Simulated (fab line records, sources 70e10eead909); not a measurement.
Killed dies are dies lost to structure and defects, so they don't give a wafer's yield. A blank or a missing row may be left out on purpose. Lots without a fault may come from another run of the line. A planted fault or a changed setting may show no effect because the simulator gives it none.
Chamber matching | flow nand_harc | NHARC_A_STAIRCASE_STRIP_476 on rie_diel-13: 4 sister chambers
The step strips in O2, time 20 s. 4 wafers are shown with their chamber, then 8 later ones without.

WAFERS WITH THEIR CHAMBER
wafer  | chamber | showerhead_plenum_p_Torr (Torr)
L077.6 | 3       | 3.51
L080.4 | 2       | 3.36
L080.6 | 0       | 3.51
L082.1 | 1       | 3.76

WAFERS WITHOUT THEIR CHAMBER
wafer  | showerhead_plenum_p_Torr (Torr)
L082.4 | 3.50
L082.5 | 3.51
L088.1 | 3.74
L088.3 | 3.50
L088.4 | 3.35
L097.2 | 3.73
L097.3 | 3.47
L097.5 | 3.73

WHICH CHAMBER EACH WENT THROUGH
wafer  | from the rows above     | in truth
L082.4 | can't be placed: 0 or 3 | 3
L082.5 | can't be placed: 0 or 3 | 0
L088.1 | 1                       | 1
L088.3 | can't be placed: 0 or 3 | 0
L088.4 | 2                       | 2
L097.2 | 1                       | 1
L097.3 | can't be placed: 0 or 3 | 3
L097.5 | 1                       | 1
Placed correctly: 4 of 8. Can't be placed from these rows: 4 (the true chamber is among the candidates in 4). Placed wrongly: 0.
How it was worked out, from the rows above alone: a wafer's distance from a chamber is the root of the sum, over the readings, of the square of ((its reading less the chamber's mean) divided by the reading's scatter). The wafer belongs to the nearest chamber; if the next one is less than 2 further off, it can't be placed. A chamber's mean is the mean of its shown wafers. The scatter: with one shown wafer a chamber, the root of the mean of the squares of how far each hidden wafer lies from its nearest shown one.
